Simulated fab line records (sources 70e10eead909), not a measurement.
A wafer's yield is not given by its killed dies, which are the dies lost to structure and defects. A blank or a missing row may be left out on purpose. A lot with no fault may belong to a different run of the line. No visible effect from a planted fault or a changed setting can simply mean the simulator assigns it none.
What tool caused it? | flow nandHarc | 72 wafers from 24 lots sampled at 6 of the route's 1302 steps

## WHAT THE GAUGES SHOWED, per wafer
NHARC_A_BONDPAD_OVL_MEAS_35.
lot  | measured     | on         | overlayXNm (nm) | overlayYNm (nm)
L074 | day 23 14:28 | overlay-01 | 4 4 4           | 0 0 0
L075 | day 23 15:28 | overlay-01 | -5 -5 -4        | 1 1 1
L076 | day 23 22:33 | overlay-01 | 6 6 6           | -4 -5 -5
L077 | day 23 23:35 | overlay-02 | 1 1 0           | 0 1 0
L079 | day 24 19:53 | overlay-01 | 3 3 4           | 4 4 4
L078 | day 24 21:59 | overlay-02 | 5 5 5           | 4 5 4
L080 | day 25 11:44 | overlay-01 | 8 8 8           | 1 1 1
L081 | day 25 14:22 | overlay-01 | -8 -8 -8        | -5 -4 -4
L082 | day 26 23:35 | overlay-01 | 5 4 5           | 9 9 9
L084 | day 27 00:56 | overlay-02 | -1 -1 0         | -9 -9 -9
L083 | day 27 05:25 | overlay-01 | 5 5 5           | 5 4 4
L085 | day 27 14:35 | overlay-02 | -2 -2 -2        | 1 1 1
L086 | day 28 10:50 | overlay-02 | -7 -7 -7        | 5 5 5
L089 | day 28 16:33 | overlay-02 | 5 5 5           | -6 -6 -6
L087 | day 28 19:10 | overlay-01 | 2 2 2           | -1 0 0
L088 | day 29 08:38 | overlay-01 | 2 2 1           | -11 -11 -11
L090 | day 29 10:46 | overlay-01 | -4 -4 -4        | 4 5 4
L091 | day 30 14:47 | overlay-01 | -17 -17 -17     | -9 -9 -9
L093 | day 30 18:19 | overlay-02 | 1 1 1           | 0 0 -1
L092 | day 30 19:19 | overlay-01 | 6 6 7           | -3 -2 -3
L094 | day 31 06:13 | overlay-01 | -3 -3 -4        | -2 -2 -2
L095 | day 32 03:42 | overlay-02 | -2 -2 -2        | -3 -3 -2
L096 | day 32 10:28 | overlay-02 | 5 5 4           | 3 3 3
L097 | day 32 20:53 | overlay-01 | -3 -3 -3        | -1 -2 -2

## WHICH TOOL RAN EACH LOT (tool, then ch and the chambers of the sampled wafers, then the start)
lot  | NHARC_A_CONTACT_ETCH_89                      | NHARC_A_CONTACT_ETCH_31                      | NHARC_A_M0_ETCH_34                | NHARC_A_M1_PRE_CLEAN_32         | NHARC_A_M1_DEP_33
L074 | rieDiel-04 ch 0,2,3, day 23 05:02 or earlier | rieDiel-04 ch 1,3, day 23 05:02 or earlier   | rieDiel-09 ch 0,2, day 23 05:02   | pecvd-04 ch 0,1, day 23 12:22   | pecvd-04 ch 0,1, day 23 12:29
L075 | rieDiel-04 ch 0,2, day 23 06:50 or earlier   | rieDiel-04 ch 2,3, day 23 06:50 or earlier   | rieDiel-01 ch 0,2,3, day 23 06:50 | pecvd-04 ch 0,1, day 23 13:30   | pecvd-04 ch 0,1, day 23 13:35
L076 | rieDiel-04 ch 0,2,3, day 23 13:53 or earlier | rieDiel-04 ch 0,2, day 23 13:53 or earlier   | rieDiel-02 ch 0,1, day 23 13:53   | pecvd-04 ch 0,2, day 23 20:35   | pecvd-04 ch 0,2, day 23 20:40
L077 | rieDiel-11 ch 1,2,3, day 23 04:13            | rieDiel-11 ch 0,2,3, day 23 15:08 or earlier | rieDiel-02 ch 1,3, day 23 15:08   | pecvd-01 ch 0,1,2, day 23 21:39 | pecvd-01 ch 0,1,2, day 23 21:44
L079 | rieDiel-04 ch 0,1, day 24 11:26 or earlier   | rieDiel-04 ch 0,2,3, day 24 11:26 or earlier | rieDiel-02 ch 0,1,2, day 24 11:26 | pecvd-01 ch 0,2, day 24 18:04   | pecvd-01 ch 0,2, day 24 18:10
L078 | rieDiel-04 ch 0,2,3, day 24 13:23 or earlier | rieDiel-04 ch 2,3, day 24 13:23 or earlier   | rieDiel-09 ch 0,2,3, day 24 13:23 | pecvd-02 ch 0,2, day 24 20:03   | pecvd-02 ch 0,2, day 24 20:09
L080 | rieDiel-04 ch 2,3, day 25 02:47 or earlier   | rieDiel-04 ch 0,1, day 25 02:47 or earlier   | rieDiel-01 ch 2,3, day 25 02:47   | pecvd-01 ch 0,1, day 25 09:48   | pecvd-01 ch 0,1, day 25 09:55
L081 | rieDiel-04 ch 0,1,3, day 25 05:56 or earlier | rieDiel-04 ch 1,2, day 25 05:56 or earlier   | rieDiel-01 ch 1,2, day 25 05:56   | pecvd-01 ch 0,1, day 25 12:34   | pecvd-01 ch 0,1, day 25 12:41
L082 | rieDiel-04 ch 2,3, day 26 15:01 or earlier   | rieDiel-04 ch 0,3, day 26 15:01 or earlier   | rieDiel-01 ch 0,1,2, day 26 15:01 | pecvd-02 ch 0,1,2, day 26 21:39 | pecvd-02 ch 0,1,2, day 26 21:44
L084 | rieDiel-11 ch 1,2, day 26 16:22 or earlier   | rieDiel-11 ch 0,3, day 26 16:22 or earlier   | rieDiel-02 ch 1,2, day 26 16:22   | pecvd-02 ch 0,1, day 26 22:59   | pecvd-02 ch 0,1, day 26 23:06
L083 | rieDiel-13 ch 0,2, day 26 20:44 or earlier   | rieDiel-13 ch 1,2, day 26 20:44 or earlier   | rieDiel-01 ch 0,2, day 26 20:44   | pecvd-02 ch 0,1, day 27 03:27   | pecvd-02 ch 0,1, day 27 03:32
L085 | rieDiel-04 ch 2,3, day 27 05:59 or earlier   | rieDiel-04 ch 2,3, day 27 05:59 or earlier   | rieDiel-02 ch 0,1,2, day 27 05:59 | pecvd-01 ch 0,2, day 27 12:37   | pecvd-01 ch 0,2, day 27 12:46
L086 | rieDiel-04 ch 0,2, day 28 02:17 or earlier   | rieDiel-04 ch 1,2, day 28 02:17 or earlier   | rieDiel-01 ch 1,3, day 28 02:17   | pecvd-02 ch 0,1,2, day 28 09:01 | pecvd-02 ch 0,1,2, day 28 09:06
L089 | rieDiel-13 ch 0,1, day 28 08:16 or earlier   | rieDiel-13 ch 0,3, day 28 08:16 or earlier   | rieDiel-09 ch 1,2,3, day 28 08:16 | pecvd-02 ch 1,2, day 28 14:45   | pecvd-02 ch 1,2, day 28 14:52
L087 | rieDiel-13 ch 1,3, day 28 10:45 or earlier   | rieDiel-13 ch 0,1,3, day 28 10:45 or earlier | rieDiel-01 ch 0,3, day 28 10:45   | pecvd-01 ch 0,1,2, day 28 17:23 | pecvd-01 ch 0,1,2, day 28 17:31
L088 | rieDiel-04 ch 0,2,3, day 29 00:05 or earlier | rieDiel-04 ch 0,1,2, day 29 00:05 or earlier | rieDiel-09 ch 1,2, day 29 00:05   | pecvd-02 ch 0,1,2, day 29 06:50 | pecvd-02 ch 0,1,2, day 29 07:00
L090 | rieDiel-11 ch 0,1, day 29 02:10 or earlier   | rieDiel-11 ch 0,2,3, day 29 02:10 or earlier | rieDiel-01 ch 0,2, day 29 02:10   | pecvd-02 ch 1,2, day 29 08:49   | pecvd-02 ch 1,2, day 29 08:54
L091 | rieDiel-04 ch 0,2,3, day 30 06:02 or earlier | rieDiel-04 ch 0,1, day 30 06:02 or earlier   | rieDiel-09 ch 0,3, day 30 06:02   | pecvd-01 ch 0, day 30 12:40     | pecvd-01 ch 0, day 30 12:47
L093 | rieDiel-04 ch 0,2,3, day 30 09:44 or earlier | rieDiel-04 ch 0,1,2, day 30 09:44 or earlier | rieDiel-01 ch 0,3, day 30 09:44   | pecvd-02 ch 0,1,2, day 30 16:23 | pecvd-02 ch 0,1,2, day 30 16:28
L092 | rieDiel-04 ch 0,2,3, day 30 10:47 or earlier | rieDiel-04 ch 0,1,2, day 30 10:47 or earlier | rieDiel-01 ch 0,1,3, day 30 10:47 | pecvd-04 ch 0,1, day 30 17:24   | pecvd-04 ch 0,1, day 30 17:32
L094 | rieDiel-04 ch 2,3, day 30 20:56 or earlier   | rieDiel-04 ch 1,2,3, day 30 20:56 or earlier | rieDiel-09 ch 0,3, day 30 20:56   | pecvd-01 ch 0,1,2, day 31 04:16 | pecvd-01 ch 0,1,2, day 31 04:21
L095 | rieDiel-11 ch 0,2, day 31 19:04 or earlier   | rieDiel-11 ch 0,1,2, day 31 19:04 or earlier | rieDiel-02 ch 0,2,3, day 31 19:04 | pecvd-04 ch 0,2, day 32 01:43   | pecvd-04 ch 0,2, day 32 01:50
L096 | rieDiel-11 ch 0,2,3, day 32 01:59 or earlier | rieDiel-11 ch 0,1,3, day 32 01:59 or earlier | rieDiel-02 ch 1,2,3, day 32 01:59 | pecvd-01 ch 0,2, day 32 08:38   | pecvd-01 ch 0,2, day 32 08:43
L097 | rieDiel-04 ch 0,2, day 32 12:07 or earlier   | rieDiel-04 ch 0,2,3, day 32 12:07 or earlier | rieDiel-09 ch 1,2, day 32 12:07   | pecvd-04 ch 0,2, day 32 18:47   | pecvd-04 ch 0,2, day 32 18:56
- NHARC_A_CONTACT_ETCH_89: etches the open film in N2/H2, target depth 260 nm, time 475.3 s.
- NHARC_A_CONTACT_ETCH_31: etches the open film in O2/COS, target depth 2800 nm, time 728 s.
- NHARC_A_M0_ETCH_34: etches the open film in N2/H2, target depth 40 nm, overetch 12 nm, time 43.94 s.
- NHARC_A_M1_PRE_CLEAN_32: time 12 s.
- NHARC_A_M1_DEP_33: deposits SiCN, target thk 30 nm.

## WHAT THE TOOLS THEMSELVES READ (means of the sampled wafers that have a number; where no wafer has one, the mark that the record gives instead)
NHARC_A_CONTACT_ETCH_89.
lot  | tool       | drypumpMotorCurrentA (A) | oesProductAu (a.u.) | rfVppV (V) | showerheadPlenumPTorr (Torr) | throttleValvePct (%)
L074 | rieDiel-04 | 5.6                      | 1.009               | 429.5      | 2.00                         | 14.166
L075 | rieDiel-04 | 5.6                      | 1.014               | 429.6      | 2.00                         | 14.176
L076 | rieDiel-04 | 5.6                      | 1.006               | 429.5      | 2.00                         | 14.162
L077 | rieDiel-11 | 6.0                      | 0.994               | 430.2      | 2.04                         | 14.172
L079 | rieDiel-04 | 5.3                      | 0.991               | 427.5      | 1.94                         | 14.169
L078 | rieDiel-04 | 5.6                      | 0.999               | 429.3      | 2.00                         | 14.172
L080 | rieDiel-04 | 5.7                      | 1.003               | 429.9      | 2.02                         | 14.187
L081 | rieDiel-04 | 5.5                      | 0.987               | 429.3      | 1.97                         | 14.178
L082 | rieDiel-04 | 5.7                      | 1.005               | 429.4      | 2.02                         | 14.171
L084 | rieDiel-11 | 6.0                      | 0.993               | 429.5      | 1.97                         | 14.168
L083 | rieDiel-13 | 6.2                      | 0.997               | 427.5      | 1.96                         | 14.174
L085 | rieDiel-04 | 5.7                      | 1.002               | 429.5      | 2.02                         | 14.182
L086 | rieDiel-04 | 5.6                      | 1.007               | 428.2      | 1.99                         | 14.171
L089 | rieDiel-13 | 5.9                      | 1.010               | 428.2      | 1.96                         | 14.168
L087 | rieDiel-13 | 4.9                      | 1.001               | 430.5      | 2.03                         | 14.177
L088 | rieDiel-04 | 5.6                      | 1.009               | 429.6      | 2.00                         | 14.173
L090 | rieDiel-11 | 6.2                      | 0.995               | 430.4      | 2.04                         | 14.173
L091 | rieDiel-04 | 5.6                      | 1.000               | 429.7      | 2.00                         | 14.172
L093 | rieDiel-04 | 5.6                      | 1.009               | 429.7      | 2.00                         | 14.168
L092 | rieDiel-04 | 5.6                      | 1.006               | 429.6      | 2.00                         | 14.156
L094 | rieDiel-04 | 5.7                      | 1.018               | 429.0      | 2.01                         | 14.175
L095 | rieDiel-11 | 5.5                      | 1.000               | 429.2      | 2.00                         | 14.165
L096 | rieDiel-11 | 5.8                      | 1.000               | 431.4      | 2.08                         | 14.177
L097 | rieDiel-04 | 5.6                      | 0.998               | 429.6      | 1.99                         | 14.173

NHARC_A_CONTACT_ETCH_31.
lot  | tool       | drypumpMotorCurrentA (A) | oesProductAu (a.u.) | rfVppV (V) | showerheadPlenumPTorr (Torr) | throttleValvePct (%)
L074 | rieDiel-04 | 5.5                      | 1.001               | 313.2      | 3.05                         | 28.329
L075 | rieDiel-04 | 5.7                      | 1.014               | 313.8      | 3.10                         | 28.328
L076 | rieDiel-04 | 5.6                      | 1.013               | 314.0      | 3.06                         | 28.328
L077 | rieDiel-11 | 5.8                      | 0.996               | 315.4      | 3.21                         | 28.334
L079 | rieDiel-04 | 5.6                      | 0.996               | 312.9      | 3.07                         | 28.323
L078 | rieDiel-04 | 5.7                      | 1.008               | 313.9      | 3.09                         | 28.327
L080 | rieDiel-04 | 5.3                      | 1.009               | 311.8      | 2.98                         | 28.334
L081 | rieDiel-04 | 5.4                      | 1.004               | 311.6      | 2.99                         | 28.321
L082 | rieDiel-04 | 5.6                      | 0.994               | 313.2      | 3.07                         | 28.330
L084 | rieDiel-11 | 6.1                      | 0.996               | 316.1      | 3.30                         | 28.330
L083 | rieDiel-13 | 5.1                      | 0.991               | 312.0      | 3.00                         | 28.335
L085 | rieDiel-04 | 5.7                      | 0.998               | 313.5      | 3.09                         | 28.330
L086 | rieDiel-04 | 5.5                      | 1.014               | 312.9      | 3.04                         | 28.331
L089 | rieDiel-13 | 5.7                      | 1.001               | 316.1      | 3.21                         | 28.326
L087 | rieDiel-13 | 5.5                      | 1.003               | 313.6      | 3.11                         | 28.326
L088 | rieDiel-04 | 5.5                      | 1.002               | 312.6      | 3.02                         | 28.332
L090 | rieDiel-11 | 5.9                      | 0.998               | 314.5      | 3.19                         | 28.330
L091 | rieDiel-04 | 5.4                      | 1.001               | 312.2      | 3.00                         | 28.333
L093 | rieDiel-04 | 5.5                      | 1.005               | 312.5      | 3.01                         | 28.331
L092 | rieDiel-04 | 5.5                      | 1.009               | 312.5      | 3.01                         | 28.332
L094 | rieDiel-04 | 5.5                      | 1.010               | 313.0      | 3.03                         | 28.332
L095 | rieDiel-11 | 5.9                      | 0.995               | 314.4      | 3.09                         | 28.332
L096 | rieDiel-11 | 6.2                      | 0.990               | 314.8      | 3.20                         | 28.333
L097 | rieDiel-04 | 5.6                      | 1.006               | 313.0      | 3.06                         | 28.326

NHARC_A_M0_ETCH_34.
lot  | tool       | drypumpMotorCurrentA (A) | oesProductAu (a.u.) | rfVppV (V) | showerheadPlenumPTorr (Torr) | throttleValvePct (%)
L074 | rieDiel-09 | 6.0                      | 1.010               | 431.5      | 2.08                         | 14.178
L075 | rieDiel-01 | 5.8                      | 1.006               | 430.3      | 2.02                         | 14.170
L076 | rieDiel-02 | 5.6                      | 1.001               | 428.0      | 1.93                         | 14.166
L077 | rieDiel-02 | 5.7                      | 1.007               | 430.1      | 2.00                         | 14.172
L079 | rieDiel-02 | 5.5                      | 1.002               | 427.8      | 1.96                         | 14.168
L078 | rieDiel-09 | 5.7                      | 0.997               | 430.7      | 2.05                         | 14.173
L080 | rieDiel-01 | 6.0                      | 0.992               | 432.8      | 2.09                         | 14.174
L081 | rieDiel-01 | 5.7                      | 0.980               | 431.0      | 2.04                         | 14.174
L082 | rieDiel-01 | 5.8                      | 0.992               | 429.6      | 2.01                         | 14.172
L084 | rieDiel-02 | 5.6                      | 0.997               | 429.1      | 1.99                         | 14.170
L083 | rieDiel-01 | 5.4                      | 0.988               | 429.1      | 1.99                         | 14.167
L085 | rieDiel-02 | 5.5                      | 1.004               | 428.2      | 1.96                         | 14.169
L086 | rieDiel-01 | 6.4                      | 0.997               | 432.6      | 2.11                         | 14.175
L089 | rieDiel-09 | 5.7                      | 1.006               | 432.9      | 2.12                         | 14.184
L087 | rieDiel-01 | 6.2                      | 0.996               | 431.5      | 2.05                         | 14.173
L088 | rieDiel-09 | 5.5                      | 0.992               | 433.5      | 2.16                         | 14.170
L090 | rieDiel-01 | 5.5                      | 1.002               | 428.6      | 1.95                         | 14.175
L091 | rieDiel-09 | 5.3                      | 1.008               | 429.5      | 1.98                         | 14.173
L093 | rieDiel-01 | 6.1                      | 1.003               | 431.6      | 2.05                         | 14.169
L092 | rieDiel-01 | 6.1                      | 1.003               | 430.4      | 2.04                         | 14.174
L094 | rieDiel-09 | 5.3                      | 1.005               | 429.1      | 1.98                         | 14.176
L095 | rieDiel-02 | 5.6                      | 1.010               | 428.5      | 1.96                         | 14.164
L096 | rieDiel-02 | 5.6                      | 1.009               | 430.6      | 2.00                         | 14.167
L097 | rieDiel-09 | 5.5                      | 1.003               | 433.3      | 2.16                         | 14.177

NHARC_A_M1_PRE_CLEAN_32.
lot  | tool     | heaterPowerOuterW (W) | heaterPowerW (W)
L074 | pecvd-04 | 394                   | 682
L075 | pecvd-04 | 311                   | 576
L076 | pecvd-04 | 346                   | 579
L077 | pecvd-01 | 324                   | 556
L079 | pecvd-01 | 314                   | 566
L078 | pecvd-02 | 295                   | 525
L080 | pecvd-01 | 393                   | 667
L081 | pecvd-01 | 339                   | 596
L082 | pecvd-02 | 335                   | 583
L084 | pecvd-02 | 367                   | 639
L083 | pecvd-02 | 314                   | 562
L085 | pecvd-01 | 324                   | 581
L086 | pecvd-02 | 315                   | 537
L089 | pecvd-02 | 318                   | 544
L087 | pecvd-01 | 356                   | 605
L088 | pecvd-02 | 319                   | 565
L090 | pecvd-02 | 262                   | 453
L091 | pecvd-01 | 341                   | 602
L093 | pecvd-02 | 323                   | 564
L092 | pecvd-04 | 366                   | 640
L094 | pecvd-01 | 352                   | 617
L095 | pecvd-04 | 395                   | 644
L096 | pecvd-01 | 309                   | 551
L097 | pecvd-04 | 360                   | 597

NHARC_A_M1_DEP_33.
lot  | tool     | heaterPowerOuterW (W) | heaterPowerW (W) | showerheadVppV (V)
L074 | pecvd-04 | 305                   | 573              | 1287
L075 | pecvd-04 | 302                   | 564              | 1299
L076 | pecvd-04 | 317                   | 535              | 1375
L077 | pecvd-01 | 316                   | 563              | 1274
L079 | pecvd-01 | 229                   | 457              | 1293
L078 | pecvd-02 | 218                   | 415              | 1353
L080 | pecvd-01 | 363                   | 617              | 1289
L081 | pecvd-01 | 276                   | 517              | 1336
L082 | pecvd-02 | 309                   | 543              | 1319
L084 | pecvd-02 | 315                   | 570              | 1251
L083 | pecvd-02 | 311                   | 550              | 1289
L085 | pecvd-01 | 284                   | 531              | 1269
L086 | pecvd-02 | 293                   | 513              | 1323
L089 | pecvd-02 | 278                   | 474              | 1357
L087 | pecvd-01 | 294                   | 535              | 1296
L088 | pecvd-02 | 272                   | 498              | 1311
L090 | pecvd-02 | 237                   | 427              | 1395
L091 | pecvd-01 | 280                   | 522              | 1392
L093 | pecvd-02 | 254                   | 464              | 1328
L092 | pecvd-04 | 296                   | 543              | 1264
L094 | pecvd-01 | 282                   | 520              | 1271
L095 | pecvd-04 | 314                   | 538              | 1301
L096 | pecvd-01 | 301                   | 547              | 1275
L097 | pecvd-04 | 284                   | 495              | 1371

## THE ANSWER, worked out from the rows above alone
Rule: the lots themselves supply what counts as usual. Put in order of their means at a reading, lots are off if they are a third of the lots or fewer, leave a main group of 4 or more, and stand apart from it by a gap of 3 or more times the standard deviation of the main group's means; of several such gaps the widest counts. If all means in a main group match to the digits the tables above print for the reading, that group is not used. Also off: a lot with no number at a reading for which 4 or more lots have one. The other lots that the step has rows for count as sound. The gauges are gone through in route order, then the tools' own readings, and for those a lot's mean is taken as printed above. The first step at which some lot is off is used, and at that step the reading that is off furthest; a lot without a number counts as furthest.
No lot is off on any of the readings shown, so nothing can be concluded from this.

## WHAT HAD BEEN PUT IN BY THE SIMULATOR
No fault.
